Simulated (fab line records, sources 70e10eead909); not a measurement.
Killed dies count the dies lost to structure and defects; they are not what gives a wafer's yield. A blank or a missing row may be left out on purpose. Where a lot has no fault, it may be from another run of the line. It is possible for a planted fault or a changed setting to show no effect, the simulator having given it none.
Matching of chambers :: flow nandHarc :: pecvd-02 running NHARC_A_SGD_CUT_DEP_00: 3 sister chambers
The step deposits SiNx, target thk 50 nm. 14 wafers are shown with their chamber, then 7 later ones without.

## WAFERS PAIRED WITH THEIR CHAMBERS
wafer: L718.1
chamber: 1
heaterPowerW (W): 715

wafer: L718.4
chamber: 2
heaterPowerW (W): 653

wafer: L718.6
chamber: 0
heaterPowerW (W): 583

wafer: L717.1
chamber: 0
heaterPowerW (W): 577

wafer: L717.2
chamber: 1
heaterPowerW (W): 872

wafer: L717.4
chamber: 1
heaterPowerW (W): 879

wafer: L721.1
chamber: 2
heaterPowerW (W): 645

wafer: L721.4
chamber: 1
heaterPowerW (W): 789

wafer: L721.5
chamber: 2
heaterPowerW (W): 643

wafer: L723.1
chamber: 0
heaterPowerW (W): 552

wafer: L723.2
chamber: 2
heaterPowerW (W): 644

wafer: L723.4
chamber: 2
heaterPowerW (W): 629

wafer: L728.1
chamber: 0
heaterPowerW (W): 602

wafer: L728.2
chamber: 2
heaterPowerW (W): 534

SIGNATURES (averages over the wafers above)
reading: heaterPowerW
chamber 0: 578.50
chamber 1: 813.75
chamber 2: 624.67
scatter within a chamber: 51.7
Rule: a wafer's distance from a chamber is the root of the sum, over the readings, of the square of ((its reading less the chamber's mean) divided by the reading's scatter). If the next closest chamber is less than 2 further off than the closest, the wafer can't be placed; otherwise it belongs to the closest. The scatter: the root of (the sum of the squares of (reading less its chamber's mean) over the shown wafers, divided by (wafers less chambers)).

## WAFERS WHOSE CHAMBER IS MISSING
wafer: L728.5
heaterPowerW (W): 538

wafer: L736.2
heaterPowerW (W): 576

wafer: L736.3
heaterPowerW (W): 817

wafer: L736.4
heaterPowerW (W): 579

wafer: L738.1
heaterPowerW (W): 753

wafer: L738.5
heaterPowerW (W): 613

wafer: L738.6
heaterPowerW (W): 775

## THE CHAMBER EACH PASSED THROUGH
wafer: L728.5
from the rows above: can't be placed: 0 or 2
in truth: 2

wafer: L736.2
from the rows above: can't be placed: 0 or 2
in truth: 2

wafer: L736.3
from the rows above: 1
in truth: 1

wafer: L736.4
from the rows above: can't be placed: 0 or 2
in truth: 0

wafer: L738.1
from the rows above: can't be placed: 1 or 2
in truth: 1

wafer: L738.5
from the rows above: can't be placed: 2 or 0
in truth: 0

wafer: L738.6
from the rows above: 1
in truth: 1
Correctly placed: 2 of 7. Unplaceable from these rows: 5, with the true chamber sitting among the candidates in 5. 0 placed wrongly.
